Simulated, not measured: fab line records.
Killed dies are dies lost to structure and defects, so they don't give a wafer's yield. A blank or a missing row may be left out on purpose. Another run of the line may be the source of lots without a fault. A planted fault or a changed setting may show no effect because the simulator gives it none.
fab line records	flow nand-harc
record lots=5	wafers=15	last-day=33
route steps=1302 shown P_START@1 P_ZERO_WELL@2 P_STI@85 END@1302
lots with no fault: from the same line, run without faults
start-h: the number of hours between the record's first day and the start of the first shown wafer of the lot	wait-h: time in hours since the lot's previous step	" unchanged from the row above	L1.1+2: a row that stands for several wafers	- no value, or no start was given	* or withheld: withheld	< > ~ a bound
route shown NAME@n: names a module that has steps shown in the file, with the first one's number in the route	usual: mean/standard deviation of fault-free wafers	same: alike in all rows	chamber/n: place in a boat	sites: each site's reading	_std_site: their standard deviation	_edge_site: inner sites' mean taken away from outer sites' mean	radius-mm: how far each site lies from the wafer's centre	mask NAME#n: copy n	behind: the most recent tool/chamber to have shaped the wafer	hold: the reason the lot was held/the length of the hold in hours/how it ended	device: whichever transistor did not switch (one of n, p or np)	end of line: at the end of the route, the tests of the same wafers	where a step has no rows: the recipe by itself	killed: not the wafer's yield, but the dies lost to structure and defects at the first sort	map: dies across one wafer; x = killed, . = not, _ = none there
set.NAME: the setting as run; set.NAME@STEP: as run at that earlier step	model.NAME: the simulator's own value behind a step, which no gauge read
lots seen at some steps along the route; tables by step, rows by wafer
services: when a tool's chamber went out of use (start-h, in hours from the record's first day, below 0 if earlier), for how many hours, and the reason
## steps
# step NHARC_P_START_INSPECT_01
# usual raw-defect-count=3.8/2
lot.wafer	tool	chamber	start-h	wait-h	raw-defect-count
L179.1	defect-inspect-01	-	50.04	-	3
L179.3	"	-	"	"	3
L179.4	"	-	"	"	5
L180.2	defect-inspect-01	-	60.04	-	5
L180.4	"	-	"	"	2
L180.6	"	-	"	"	6
L188.2	defect-inspect-02	-	140.05	-	2
L188.3	"	-	"	"	5
L188.5	"	-	"	"	5
L190.1	defect-inspect-02	-	160.03	-	6
L190.4	"	-	"	"	3
L190.6	"	-	"	"	1
L199.2	defect-inspect-02	-	250.04	-	5
L199.3	"	-	"	"	3
L199.6	"	-	"	"	8
# step NHARC_P_ZERO_WELL_PRECLEAN_00
# recipe time-s=600	temp-c=120	chemistry=SPM
# usual bath-guard-temp-C=119.8/0.42
lot.wafer	tool	chamber	start-h	wait-h	bath-guard-temp-C
L179.1	wet-bench-07	2	50.13	0.1	119.8
L179.3	"	3	"	"	120.1
L179.4	"	5	"	"	120.4
L180.2	wet-bench-01	6	60.12	0.1	119.1
L180.4	"	7	"	"	119.5
L180.6	"	0	"	"	119.3
L188.3	wet-bench-05	5	140.13	0.1	120.0
L188.5	"	1	"	"	119.1
L188.2	"	2	"	"	119.9
L190.6	wet-bench-01	2	160.13	0.1	120.2
L190.1	"	5	"	"	119.9
L190.4	"	6	"	"	118.9
L199.2	wet-bench-01	0	250.12	0.1	119.3
L199.3	"	1	"	"	120.2
L199.6	"	3	"	"	119.7
# step NHARC_P_ZERO_WELL_SRD_01
# step NHARC_P_ZERO_WELL_PECVD_02
# recipe target-thk-a=100	temp-c=400	pressure-torr=6.5	rf-w=withheld	teos-flow-sccm=withheld	flow-sccm=2650	target-thk-nm=10	gas=O2	material=SiO2
# step NHARC_P_ZERO_WELL_DEHYDRATE_03
# recipe temp-c=150	time-s=120
# step NHARC_P_ZERO_WELL_HMDS_04
# recipe time-s=30
# step NHARC_P_ZERO_WELL_COAT_64
# recipe temp-c=200	time-s=65
# step NHARC_P_ZERO_WELL_COAT_05
# recipe spin-rpm=2000	resist-thk-nm=600
# step NHARC_P_ZERO_WELL_SOFTBAKE_06
# recipe temp-c=125	time-s=70
# step NHARC_P_ZERO_WELL_EBR_07
# step NHARC_P_ZERO_WELL_EXPOSE_08
# recipe na=0.55	target-cd-nm=500	dose-mj=33.8	mask-id=P_ZERO
# step NHARC_P_ZERO_WELL_PEB_09
# recipe peb-temp-c=128	peb-time-s=80
# step NHARC_P_ZERO_WELL_DEVELOP_10
# recipe time-s=50	dev-temp-c=22
# step NHARC_P_ZERO_WELL_CD_MEAS_11
# recipe target-cd-nm=500	landing-energy-ev=500
# usual cd-nm=499.2/2
# same landing-energy-ev=500
lot.wafer	tool	chamber	start-h	wait-h	cd-nm
L179.1	cd-sem-03	0	51.24	-	498.2
L179.3	"	0	"	"	498.6
L179.4	"	0	"	"	500.2
L180.2	cd-sem-01	0	61.13	-	495.6
L180.4	"	0	"	"	501.2
L180.6	"	0	"	"	497.3
L188.2	cd-sem-01	0	141.25	-	502.7
L188.3	"	0	"	"	500.2
L188.5	"	0	"	"	499.1
L190.1	cd-sem-01	0	161.23	-	500.2
L190.4	"	0	"	"	500.3
L190.6	"	0	"	"	499.8
L199.2	cd-sem-03	0	251.12	-	499.8
L199.3	"	0	"	"	501.4
L199.6	"	0	"	"	497.3
# step NHARC_P_ZERO_WELL_HARDBAKE_12
# recipe temp-c=118	time-s=65
# step NHARC_P_ZERO_WELL_DESCUM_13
# recipe time-s=3	o2-flow-sccm=200	ar-flow-sccm=0	bias-power-w=0	chemistry=O2
# usual drypump-motor-current-A=5.8/0.43	oes-product-au=0.997/0.01	rf-vpp-V=57.6/0.86	showerhead-plenum-p-Torr=1.87/0.066	throttle-valve-pct=11.312/0.0086
lot.wafer	tool	chamber	start-h	wait-h	drypump-motor-current-A	oes-product-au	rf-hours-counter-h	rf-vpp-V	showerhead-plenum-p-Torr	throttle-valve-pct
L179.3	rie-diel-04	0	51.40	-	6.6	1.016	10	57.7	1.98	11.301
L179.1	"	1	"	"	5.7	0.984	11	58.0	1.96	11.322
L179.4	"	2	"	"	5.5	1.005	14	56.7	1.91	11.309
L180.4	rie-diel-11	3	61.28	-	5.4	1.005	53	56.3	1.78	11.307
L180.2	"	2	"	"	5.5	1.016	46	57.6	1.82	11.304
L180.6	"	3	"	"	5.4	0.998	-	56.3	1.78	11.314
L188.3	rie-diel-05	3	141.42	-	5.8	0.997	30	58.4	1.83	11.311
L188.2	"	0	"	"	6.7	1.003	31	57.0	1.82	11.312
L188.5	"	2	"	"	6.2	0.984	-	57.7	1.97	11.314
L190.4	rie-diel-11	3	161.39	-	5.4	0.999	20	57.7	1.77	11.317
L190.1	"	0	"	"	6.3	0.999	21	57.7	1.91	11.301
L190.6	"	0	"	"	6.2	1.003	-	58.3	1.91	11.306
L199.2	rie-diel-11	3	251.28	-	5.3	0.997	50	59.4	1.76	11.320
L199.3	"	0	"	"	6.3	0.989	51	57.6	1.90	11.316
L199.6	"	0	"	"	6.3	0.995	-	55.7	1.90	11.321
# step NHARC_P_ZERO_WELL_ETCH_65
# recipe target-depth-a=800	overetch-a=240	time-s=87.88	ion-energy-ev=200	n2-flow-sccm=150	h2-flow-sccm=150	ar-flow-sccm=0	rf-w=400	bias-w=150	chemistry=N2/H2
# usual drypump-motor-current-A=5.9/0.44	oes-product-au=0.997/0.0092	rf-vpp-V=429.1/2.3	showerhead-plenum-p-Torr=1.99/0.072	throttle-valve-pct=14.172/0.009
lot.wafer	tool	chamber	start-h	wait-h	drypump-motor-current-A	oes-product-au	rf-hours-counter-h	rf-vpp-V	showerhead-plenum-p-Torr	throttle-valve-pct
L179.1	rie-diel-04	3	51.48	0.1	5.6	0.982	14	428.1	1.93	14.178
L179.3	"	0	"	"	6.6	1.007	10	433.6	2.11	14.173
L179.4	"	1	"	"	5.7	0.994	11	433.5	2.09	14.164
L180.2	rie-diel-11	3	61.37	0.1	5.4	1.004	53	426.1	1.89	14.169
L180.4	"	2	"	"	5.5	1.017	46	426.5	1.94	14.173
L180.6	"	0	"	"	6.2	0.986	-	430.6	2.05	14.160
L188.2	rie-diel-05	3	141.51	0.1	5.8	0.993	30	427.5	1.94	14.178
L188.3	"	0	"	"	6.7	0.995	31	427.0	1.94	14.189
L188.5	"	1	"	"	5.3	0.996	-	427.9	1.97	14.174
L190.1	rie-diel-11	2	161.60	0.2	5.5	1.002	15	429.1	1.93	14.170
L190.4	"	1	"	"	5.8	1.005	21	428.2	2.00	14.156
L190.6	"	2	"	"	5.5	1.017	-	427.2	1.93	14.175
L199.2	rie-diel-11	1	251.37	0.1	5.8	0.986	59	427.8	1.99	14.163
L199.3	"	2	"	"	5.5	0.998	48	426.6	1.92	14.183
L199.6	"	1	"	"	5.8	0.987	-	428.7	1.99	14.188
# step NHARC_P_ZERO_WELL_ETCH_62
# recipe target-depth-a=130	time-s=6.5	chf3-flow-sccm=50	ar-flow-sccm=200	rf-w=500	bias-w=200	chemistry=CHF3/Ar
# usual drypump-motor-current-A=5.8/0.43	oes-product-au=0.955/0.015	rf-vpp-V=369.4/1.9	showerhead-plenum-p-Torr=2.29/0.077	throttle-valve-pct=20.217/0.0094
lot.wafer	tool	chamber	start-h	wait-h	drypump-motor-current-A	oes-product-au	rf-hours-counter-h	rf-vpp-V	showerhead-plenum-p-Torr	throttle-valve-pct
L179.1	rie-diel-04	2	-	-	5.5	0.977	15	370.7	2.33	20.221
L179.4	"	3	"	"	5.6	0.967	14	368.2	2.23	20.227
L179.3	"	0	"	"	6.6	0.978	10	371.2	2.42	20.215
L180.2	rie-diel-11	2	-	-	5.5	0.978	46	367.9	2.24	20.209
L180.4	"	3	"	"	5.4	0.952	53	366.4	2.19	20.214
L180.6	"	2	"	"	5.5	0.964	-	369.1	2.23	20.223
L188.3	rie-diel-05	3	-	-	5.8	0.957	30	367.8	2.24	20.220
L188.2	"	0	"	"	6.7	0.980	31	368.0	2.23	20.225
L188.5	"	3	"	"	5.8	0.956	-	369.6	2.24	20.237
L190.1	rie-diel-11	0	-	-	6.2	0.942	21	369.9	2.34	20.217
L190.4	"	2	"	"	5.5	0.969	15	368.7	2.23	20.220
L190.6	"	1	"	"	5.8	0.967	-	370.6	2.31	20.199
L199.2	rie-diel-11	3	-	-	5.4	0.948	50	368.3	2.17	20.217
L199.3	"	0	"	"	6.3	0.943	51	371.4	2.33	20.229
L199.6	"	3	"	"	5.4	0.951	-	367.6	2.17	20.223
# step NHARC_P_ZERO_WELL_ETCH_63
# recipe target-depth-a=1200	time-s=40.1	hbr-flow-sccm=150	cl2-flow-sccm=50	rf-w=400	icp-w=400	bias-w=100	chemistry=HBr/Cl2
# usual drypump-motor-current-A=5.8/0.51	oes-product-au=0.998/0.013	throttle-valve-pct=26.405/0.0088
lot.wafer	tool	chamber	start-h	wait-h	drypump-motor-current-A	oes-product-au	rf-hours-counter-h	throttle-valve-pct
L179.4	rie-si-01	2	51.65	-	6.2	0.969	0.1	26.403
L179.1	"	3	"	"	6.3	0.991	0.2	26.401
L179.3	"	1	"	"	4.7	0.986	0.2	26.411
L180.4	rie-si-03	3	61.56	-	6.4	0.979	0.0	26.389
L180.2	"	0	"	"	5.8	1.003	0.0	26.408
L180.6	"	1	"	"	5.5	0.997	-	26.401
L188.3	rie-si-03	2	141.69	-	6.4	1.004	0.6	26.405
L188.2	"	0	"	"	5.8	0.989	0.6	26.410
L188.5	"	1	"	"	5.5	0.995	-	26.409
L190.4	rie-si-03	3	161.77	-	6.4	0.983	0.7	26.415
L190.1	"	2	"	"	6.4	1.003	0.8	26.412
L190.6	"	3	"	"	6.4	0.976	-	26.400
L199.3	rie-si-01	0	251.56	-	5.5	0.991	0.3	26.399
L199.2	"	1	"	"	4.7	1.000	0.3	26.395
L199.6	"	0	"	"	5.5	0.988	-	26.399
# step NHARC_P_ZERO_WELL_STRIP_15
# recipe time-s=900	temp-c=130	chemistry=SPM
# step NHARC_P_ZERO_WELL_DEHYDRATE_16
# recipe temp-c=150	time-s=120
# step NHARC_P_ZERO_WELL_HMDS_17
# recipe time-s=30
# step NHARC_P_ZERO_WELL_COAT_18
# recipe spin-rpm=withheld
# step NHARC_P_ZERO_WELL_SOFTBAKE_19
# recipe temp-c=122	time-s=95
# step NHARC_P_ZERO_WELL_EBR_20
# step NHARC_P_ZERO_WELL_EXPOSE_21
# recipe na=0.6	target-cd-nm=720	dose-mj=22.31	mask-id=P_NWELL
# step NHARC_P_ZERO_WELL_PEB_22
# recipe peb-temp-c=118	peb-time-s=85
# step NHARC_P_ZERO_WELL_DEVELOP_23
# recipe time-s=70
# step NHARC_P_ZERO_WELL_CD_MEAS_24
# recipe target-cd-nm=720	landing-energy-ev=500
# usual cd-nm=719.6/1.5
# same landing-energy-ev=500
lot.wafer	tool	chamber	start-h	wait-h	cd-nm
L179.1	cd-sem-01	0	52.46	-	721.5
L179.3	"	0	"	"	719.3
L179.4	"	0	"	"	721.2
L180.2	cd-sem-01	0	62.47	-	719.4
L180.4	"	0	"	"	721.0
L180.6	"	0	"	"	719.8
L188.2	cd-sem-01	0	142.67	-	721.5
L188.3	"	0	"	"	718.2
L188.5	"	0	"	"	721.4
L190.1	cd-sem-01	0	162.70	-	719.3
L190.4	"	0	"	"	719.9
L190.6	"	0	"	"	717.8
L199.2	cd-sem-01	0	252.49	-	715.5
L199.3	"	0	"	"	719.4
L199.6	"	0	"	"	719.4
# step NHARC_P_ZERO_WELL_HARDBAKE_25
# recipe temp-c=125	time-s=80
# step NHARC_P_ZERO_WELL_DESCUM_26
# recipe time-s=3	o2-flow-sccm=200	ar-flow-sccm=0	bias-power-w=0	chemistry=O2
# usual drypump-motor-current-A=5.9/0.45	oes-product-au=0.998/0.01	rf-vpp-V=57.6/0.91	showerhead-plenum-p-Torr=1.89/0.067	throttle-valve-pct=11.312/0.009
lot.wafer	tool	chamber	start-h	wait-h	drypump-motor-current-A	oes-product-au	rf-hours-counter-h	rf-vpp-V	showerhead-plenum-p-Torr	throttle-valve-pct
L179.3	rie-diel-04	0	52.62	-	6.6	1.015	10	56.6	1.98	11.304
L179.1	"	1	"	"	5.6	0.993	11	57.0	1.96	11.323
L179.4	"	2	"	"	5.6	1.001	15	57.9	1.90	11.314
L180.2	rie-diel-11	0	62.64	-	6.3	0.995	50	58.7	1.92	11.316
L180.4	"	2	"	"	5.5	1.017	46	57.5	1.82	11.323
L180.6	"	3	"	"	5.4	0.996	-	56.9	1.78	11.326
L188.2	rie-diel-05	2	142.83	-	6.2	0.975	32	57.7	1.97	11.318
L188.3	"	3	"	"	5.7	0.997	30	57.8	1.82	11.297
L188.5	"	2	"	"	6.2	0.985	-	58.5	1.97	11.321
L190.1	rie-diel-11	2	162.87	-	5.5	1.002	15	58.7	1.81	11.320
L190.4	"	0	"	"	6.3	0.991	21	57.5	1.91	11.319
L190.6	"	2	"	"	5.5	1.010	-	57.2	1.81	11.311
L199.3	rie-diel-04	1	252.65	-	5.7	0.994	13	57.6	1.94	11.325
L199.2	"	3	"	"	5.6	0.994	22	57.5	1.79	11.311
L199.6	"	2	"	"	5.6	0.997	-	56.2	1.88	11.330
# step NHARC_P_ZERO_WELL_INSPECT_43
# usual raw-defect-count=13/5.7
lot.wafer	tool	chamber	start-h	wait-h	raw-defect-count
L179.1	defect-inspect-02	-	57.56	0.6	7
L179.3	"	-	"	"	6
L179.4	"	-	"	"	20
L180.2	defect-inspect-02	-	67.75	0.5	11
L180.4	"	-	"	"	8
L180.6	"	-	"	"	20
L188.2	defect-inspect-01	-	147.64	0.5	16
L188.3	"	-	"	"	29
L188.5	"	-	"	"	11
L190.1	defect-inspect-02	-	167.80	0.6	29
L190.4	"	-	"	"	26
L190.6	"	-	"	"	29
L199.2	defect-inspect-02	-	257.56	0.5	17
L199.3	"	-	"	"	15
L199.6	"	-	"	"	39
# step NHARC_P_STI_INSPECT_11
# usual raw-defect-count=5.7/2.9
lot.wafer	tool	chamber	start-h	wait-h	raw-defect-count
L179.1	defect-inspect-02	-	74.17	0.0	3
L179.3	"	-	"	"	7
L179.4	"	-	"	"	6
L180.2	defect-inspect-02	-	82.92	0.0	6
L180.4	"	-	"	"	6
L180.6	"	-	"	"	5
L188.2	defect-inspect-01	-	163.17	0.0	4
L188.3	"	-	"	"	7
L188.5	"	-	"	"	7
L190.1	defect-inspect-01	-	184.43	0.0	17
L190.4	"	-	"	"	24
L190.6	"	-	"	"	17
L199.2	defect-inspect-01	-	272.50	0.0	8
L199.3	"	-	"	"	8
L199.6	"	-	"	"	10
# step NHARC_END_SORT_01
# recipe temp-c=25
# usual killed-at-array=62/15	killed-at-other=0.8/1	killed-at-periphery=3.7/2.6	killed-dies=66/15	killed-open=3.1/1.8	killed-short=2.6/1.7
# same gross-dies=677
lot.wafer	tool	chamber	start-h	wait-h	killed-at-array	killed-at-other	killed-at-periphery	killed-dies	killed-open	killed-short
L190.1	prober-01	0	732.65	2.5	64	1	16	81	0	2
L190.4	prober-01	0	735.03	3.4	57	0	14	71	2	2
L190.6	prober-01	0	736.63	4.0	55	1	9	65	1	0
# killed by level:class
L190.1 A_SLIT:chamber-film-flake=20 A_CHANNEL_HOLE_D2:chamber-film-flake=16 P_ZERO_WELL:unspecified=13 A_CHANNEL_HOLE_D1:chamber-film-flake=10 A_STAIRCASE:chamber-film-flake=7 A_CONTACT:chamber-film-flake=5 P_BONDPAD:chamber-film-flake=2 A_CHANNEL_FILL_D2:chamber-film-flake=2
L190.4 A_SLIT:chamber-film-flake=23 A_CHANNEL_HOLE_D2:chamber-film-flake=18 P_ZERO_WELL:unspecified=8 A_CHANNEL_HOLE_D1:chamber-film-flake=7 P_BONDPAD:chamber-film-flake=4 A_CONTACT:chamber-film-flake=4 A_STAIRCASE:chamber-film-flake=2 P_GATE:geometric-particle:short=1
L190.6 A_SLIT:chamber-film-flake=25 A_CHANNEL_HOLE_D2:chamber-film-flake=16 P_ZERO_WELL:unspecified=7 A_CHANNEL_HOLE_D1:chamber-film-flake=7 A_CONTACT:chamber-film-flake=5 P_GATE:geometric-particle:open=1 P_BONDPAD:chamber-film-flake=1 A_DECK1_JOINT:chamber-film-flake=1
# map L190.1 (x killed, . not)
____________.____________
_________......._________
_______..........._______
______.............______
_____........x......_____
____.................____
____.................____
___........x..........___
___...................___
__.....................__
__.........x...........__
_......................._
_....................x.._
_......................._
_.....x.............x..._
_...........x.......x..._
...............x..x......
.x..................xx...
..................xx.....
..x...........x.xxxx.....
.................x.......
_........x.............._
_......................._
_....xx................._
_...x......x....x.xx...._
_..xxx.........xx..x...._
__..xx.........xxxx....__
__.x..x..........xxx...__
___..x......x.xxxxxxx.___
___xx.........xxxx.x..___
____..x......x..xxxx.____
____.x.........xxxxx.____
_____.x........xxx.x_____
______.............______
_______..x........_______
_________......._________
____________.____________
# map L180.2 (x killed, . not)
____________.____________
_________......._________
_______..........._______
______.............______
_____..............._____
____.................____
____.................____
___...............x...___
___...................___
__..................x..__
__.x...................__
_xxx.............xx....._
_xxx..............x....x_
_xxx.x..............xx.._
_xxxx...........x..x...._
_xxx............x...x..._
xxxx.....x.....x..xxx.xx.
x.xxx..........x..xxxxx..
x.x.......x.......xxxx...
..........x......xxxxx...
..x................xx....
_............x...xxx..x._
_x................x....._
_.................x....._
_......................._
_...........x.....x....._
__.....................__
__................x....__
___..............xx...___
___.............x..xx.___
____.................____
____.............x...____
_____...........xx.._____
______.........x...______
_______..........._______
_________......._________
____________.____________
## services
tool	chamber	start-h	hours	kind
rie-diel-05	3	26.21	5.3	repair
rie-si-03	0	35.87	1.5	repair
rie-diel-05	-	43.15	0.7	repair
rie-si-03	-	44.00	9.0	pm
rie-diel-05	-	52.66	9.0	pm
rie-si-03	1	62.14	6.3	repair
rie-diel-05	-	64.39	0.2	repair
rie-diel-05	3	66.00	6.1	repair
rie-diel-11	-	79.46	9.0	pm
rie-si-03	-	90.48	0.1	repair
rie-diel-11	-	99.96	0.5	repair
wet-bench-01	-	101.74	8.0	pm
rie-diel-05	-	103.48	0.1	repair
rie-diel-11	2	109.90	2.3	repair
rie-diel-11	2	118.34	20.8	repair
rie-diel-05	-	132.53	0.2	repair
rie-diel-04	1	149.36	2.1	repair
rie-diel-05	0	174.01	4.1	repair
rie-diel-04	-	180.72	9.0	pm
rie-diel-11	0	185.33	2.5	repair
rie-diel-05	0	185.82	1.2	repair
rie-si-03	3	193.82	2.2	repair
rie-diel-04	1	213.66	2.2	repair
rie-diel-05	-	229.66	9.0	pm
## key
first-sign step=NHARC_P_ZERO_WELL_INSPECT_43	reading=raw-defect-count	direction=up	sigmas=2.7	usual=13	struck=28
effect step=NHARC_P_STI_INSPECT_11	reading=raw-defect-count	direction=up	sigmas=4.8	usual=5.7	struck=19.3
effect step=NHARC_END_SORT_01	reading=killed-at-periphery	direction=up	sigmas=3.5	usual=3.7	struck=13
met-at NHARC_P_ZERO_WELL_PRECLEAN_00
struck-wafers L190.1,L190.4,L190.6
tester-left-out L190
onset-between 60.12 160.13
also-fits NHARC_P_ZERO_WELL_ETCH_63:rie-si-03,NHARC_P_ZERO_WELL_DESCUM_26:rie-diel-11
fault kind=chamber-particle-source	tool=wet-bench-01	chamber=-	onset-h=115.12	steps=NHARC_P_ZERO_WELL_PRECLEAN_00	rate-per-visit-cm2=0.021807	end-h=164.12
# tester-left-out: of these lots the tester's yield and bins aren't shown, on N5 and GAA mostly nor the transistor test; their killed dies are dies lost to structure and defects alone, not to doping, threshold or leakage, so they don't give the yield
